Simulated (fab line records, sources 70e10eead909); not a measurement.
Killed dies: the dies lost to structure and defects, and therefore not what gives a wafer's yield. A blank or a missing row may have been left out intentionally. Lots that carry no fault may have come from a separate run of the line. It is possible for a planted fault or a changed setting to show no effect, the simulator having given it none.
Which of the tools did it? + flow nandHarc + Sampling: 14 lots, 42 wafers, 4 of 1159 route steps

WHAT THE GAUGES READ, wafer by wafer
NHARC_A_ONON_D1_THK_MEAS_27: measures by ellipsometry. Usual: thkNm 999 nm, standard deviation 7.2.
| lot  | measured     | on           | thkNm (nm)     | flag |
|------|--------------|--------------|----------------|------|
| L136 | day 7 11:29  | filmMetro-02 | 1011 1013 1012 |      |
| L137 | day 8 11:19  | filmMetro-02 | 1001 1000 999  |      |
| L138 | day 8 11:20  | filmMetro-02 | 997 996 998    |      |
| L139 | day 8 11:19  | filmMetro-01 | 1006 1006 1007 |      |
| L140 | day 9 05:10  | filmMetro-02 | 996 995 995    |      |
| L141 | day 9 05:21  | filmMetro-02 | 996 999 996    |      |
| L142 | day 9 13:43  | filmMetro-01 | 989 990 988    |      |
| L144 | day 10 05:16 | filmMetro-01 | 1003 1003 1004 |      |
| L146 | day 10 17:44 | filmMetro-01 | 1005 1004 1002 |      |
| L154 | day 12 06:04 | filmMetro-01 | 662 661 661    | OFF  |
| L152 | day 12 06:25 | filmMetro-02 | 682 680 682    | OFF  |
| L155 | day 12 22:56 | filmMetro-01 | 991 991 991    |      |
| L157 | day 12 23:13 | filmMetro-01 | 1002 1001 999  |      |
| L158 | day 13 09:17 | filmMetro-01 | 998 997 995    |      |

NHARC_END_SORT_01. Usual: killedAtArray 30, standard deviation 10; killedAtOther 0.5, standard deviation 0.82; killedAtPeriphery 2.9, standard deviation 2; killedDies 34, standard deviation 11; killedOpen 3.2, standard deviation 1.8; killedShort 2.0, standard deviation 1.4.
| lot  | measured     | on        | killedAtArray | killedAtOther | killedAtPeriphery | killedDies  | killedOpen | killedShort | flag |
|------|--------------|-----------|---------------|---------------|-------------------|-------------|------------|-------------|------|
| L152 | day 24 08:30 | prober-02 | 674 672 673   | 1 3 1         | 2 2 3             | 677 677 677 | 2 3 5      | 1 4 7       | OFF  |

EACH LOT AND THE TOOL THAT RAN IT (in order: tool; ch and the chambers of the sampled wafers; start)
| lot  | NHARC_A_ONON_D1_DEP_25          | NHARC_A_CHANNEL_HOLE_D1_DEP_00 |
|------|---------------------------------|--------------------------------|
| L136 | pecvdOnon-04 ch 0, day 7 10:59  | aclDep-01 ch 0, day 7 13:15    |
| L137 | pecvdOnon-01 ch 0, day 8 10:52  | aclDep-01 ch 0, day 8 15:59    |
| L138 | pecvdOnon-04 ch 0, day 8 10:53  | aclDep-03 ch 0, day 8 16:43    |
| L139 | pecvdOnon-03 ch 0, day 8 10:56  | aclDep-02 ch 0, day 8 16:20    |
| L140 | pecvdOnon-03 ch 0, day 9 04:43  | aclDep-01 ch 0, day 9 09:23    |
| L141 | pecvdOnon-04 ch 0, day 9 04:53  | aclDep-02 ch 0, day 9 09:49    |
| L142 | pecvdOnon-04 ch 0, day 9 13:16  | aclDep-03 ch 0, day 9 17:05    |
| L144 | pecvdOnon-04 ch 0, day 10 04:45 | aclDep-01 ch 0, day 10 06:28   |
| L146 | pecvdOnon-01 ch 0, day 10 17:20 | aclDep-01 ch 0, day 10 21:52   |
| L154 | pecvdOnon-01 ch 0, day 12 05:33 | -                              |
| L152 | pecvdOnon-01 ch 0, day 12 05:58 | -                              |
| L155 | pecvdOnon-03 ch 0, day 12 22:26 | aclDep-03 ch 0, day 13 04:36   |
| L157 | pecvdOnon-04 ch 0, day 12 22:42 | aclDep-02 ch 0, day 13 06:01   |
| L158 | pecvdOnon-03 ch 0, day 13 08:50 | aclDep-02 ch 0, day 13 19:06   |
- NHARC_A_ONON_D1_DEP_25: target thk 1000 nm.
- NHARC_A_CHANNEL_HOLE_D1_DEP_00: deposits aC, target thk 3100 nm.

WHAT THE TOOLS THEMSELVES READ (means of the sampled wafers that have a number; where no wafer has one, the mark that the record gives instead)
NHARC_A_CHANNEL_HOLE_D1_DEP_00. Usual: throttleValvePct 34.999 %, standard deviation 0.0085.
| lot  | tool      | throttleValvePct (%) | flag |
|------|-----------|----------------------|------|
| L136 | aclDep-01 | 35.008               |      |
| L137 | aclDep-01 | 34.998               |      |
| L138 | aclDep-03 | 34.994               |      |
| L139 | aclDep-02 | 35.001               |      |
| L140 | aclDep-01 | 35.010               |      |
| L141 | aclDep-02 | 35.003               |      |
| L142 | aclDep-03 | 34.999               |      |
| L144 | aclDep-01 | 34.995               |      |
| L146 | aclDep-01 | 34.994               |      |
| L155 | aclDep-03 | 35.004               |      |
| L157 | aclDep-02 | 35.004               |      |
| L158 | aclDep-02 | 35.005               |      |

THE ANSWER, worked out from the rows above alone
Rule: a lot is off if the mean of its wafers that have a number lies more than 3 standard deviations from the usual mean. A lot without any number at a reading at which 4 lots or more have one is off too. Any other lot the step has rows for is counted as sound. Order of review: gauges by route order, followed by the tools' own readings, for which a lot's mean as printed above is used. At the first step where some lot is off, the reading lying furthest off is the one used; lots without a number count as furthest.
Off, at NHARC_A_ONON_D1_THK_MEAS_27 on thkNm: L154, L152.
If a tool, at a process step before that reading, ran all the lots that are off and no sound lot after the first of them, it fits. Gauges at NHARC_A_ONON_D1_THK_MEAS_27: tried the same way as those tools. One candidate fits, namely pecvdOnon-01 at NHARC_A_ONON_D1_DEP_25. Its last sound lot is L146 (day 10 17:20), its first lot that is off L154 (day 12 05:33): a fault that began between those two fits.

WHAT WAS PUT IN BY THE SIMULATOR
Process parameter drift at NHARC_A_ONON_D1_DEP_25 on pecvdOnon-01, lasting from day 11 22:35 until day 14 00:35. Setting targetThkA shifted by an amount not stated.
Lots struck among those shown: L154, L152. This agrees with what the rule above found.
